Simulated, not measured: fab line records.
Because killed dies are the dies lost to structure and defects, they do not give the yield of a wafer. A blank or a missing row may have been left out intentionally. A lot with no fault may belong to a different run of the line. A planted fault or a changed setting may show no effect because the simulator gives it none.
Matching of chambers	flow nandHarc	3 sister chambers for NHARC_A_CHANNEL_HOLE_D2_DEP_01 on pecvd-04
The step deposits SiON, target thk 140 nm. 3 wafers are shown with their chamber, then 12 later ones without.

== WAFERS PAIRED WITH THEIR CHAMBERS ==
wafer	chamber	heaterPowerW (W)
L085.4	1	817
L087.3	0	917
L087.5	2	840

== WAFERS WITHOUT THEIR CHAMBER ==
wafer	heaterPowerW (W)
L088.1	738
L088.3	968
L088.4	766
L093.3	936
L093.4	948
L093.5	799
L094.2	821
L094.5	942
L094.6	838
L094.1	946
L094.3	812
L094.4	817

== EACH ONE'S CHAMBER ==
wafer	from the rows above	in truth
L088.1	can't be placed: 1 or 2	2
L088.3	0	0
L088.4	can't be placed: 1 or 2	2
L093.3	0	0
L093.4	0	0
L093.5	can't be placed: 1 or 2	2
L094.2	can't be placed: 1 or 2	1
L094.5	0	0
L094.6	can't be placed: 2 or 1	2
L094.1	0	0
L094.3	can't be placed: 1 or 2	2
L094.4	can't be placed: 1 or 2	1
Correct placement for 5 of the 12. Can't be placed from these rows: 7 (the true chamber is among the candidates in 7). Placed wrongly: 0.
How it was worked out, from the rows above alone: a wafer's distance from a chamber is the root of the sum, over the readings, of the square of ((its reading less the chamber's mean) divided by the reading's scatter). If the next closest chamber is less than 2 further off than the closest, the wafer can't be placed; otherwise it belongs to the closest. The mean given for a chamber averages the wafers shown for that chamber. The scatter (one wafer shown for each chamber): square how far every hidden wafer sits from the nearest shown wafer, average those squares and take the square root.
